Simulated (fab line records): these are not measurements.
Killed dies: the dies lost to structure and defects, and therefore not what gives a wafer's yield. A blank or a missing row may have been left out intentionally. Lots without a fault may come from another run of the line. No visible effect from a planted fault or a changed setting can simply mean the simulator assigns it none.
The tool behind it: which one? ; flow nand harc ; 24 lots, 72 wafers sampled, at 1 step of a route of 1159

WHAT EACH GAUGE READ, for each wafer
NHARC_P_BONDPAD_INSPECT_23.
lot;measured;on;raw defect count
L074;day 6 19:41;defect inspect-01;299 246 366
L075;day 6 20:08;defect inspect-02;437 331 278
L077;day 7 06:13;defect inspect-01;336 313 238
L076;day 7 06:37;defect inspect-02;542 255 407
L078;day 7 17:58;defect inspect-02;185 531 377
L081;day 8 05:07;defect inspect-01;302 623 425
L080;day 8 06:02;defect inspect-01;421 330 650
L079;day 8 11:22;defect inspect-02;319 300 284
L082;day 8 12:06;defect inspect-02;238 257 238
L083;day 8 15:05;defect inspect-02;414 274 330
L084;day 8 16:04;defect inspect-02;232 248 284
L088;day 9 13:49;defect inspect-02;255 245 254
L086;day 9 15:47;defect inspect-02;295 315 314
L085;day 9 19:37;defect inspect-01;243 367 469
L087;day 9 21:29;defect inspect-01;322 376 349
L089;day 10 08:49;defect inspect-02;260 252 189
L090;day 10 14:38;defect inspect-02;360 206 257
L091;day 10 16:41;defect inspect-02;409 217 419
L092;day 11 01:05;defect inspect-01;324 198 386
L093;day 11 01:55;defect inspect-01;254 159 194
L095;day 11 11:47;defect inspect-01;322 413 360
L094;day 11 13:17;defect inspect-02;288 343 290
L096;day 12 02:31;defect inspect-02;303 351 368
L097;day 12 09:14;defect inspect-01;814 551 317

TOOL THAT RAN EACH LOT (tool first, then ch and the chambers of the sampled wafers, then the start)
Before these readings, the record contains no process step.

WHAT THE TOOLS THEMSELVES READ (means of the sampled wafers that have a number; where no wafer has one, the mark that the record gives instead)
The record holds no such reading with a usual standard deviation.

THE ANSWER, worked out from the rows above alone
Rule: the lots themselves supply what counts as usual. Put in order of their means at a reading, lots are off if they are a third of the lots or fewer, leave a main group of 4 or more, and stand apart from it by a gap of 3 or more times the standard deviation of the main group's means; of several such gaps the widest counts. If all means in a main group match to the digits the tables above print for the reading, that group is not used. A lot without any number at a reading at which 4 lots or more have one is off too. Any other lot the step has rows for is counted as sound. Order of review: gauges by route order, followed by the tools' own readings, for which a lot's mean as printed above is used. The first step at which some lot is off is used, and at that step the reading that is off furthest; a lot without a number counts as furthest.
None of the lots is off at any reading shown; this tells nothing.

WHAT THE SIMULATOR PUT IN
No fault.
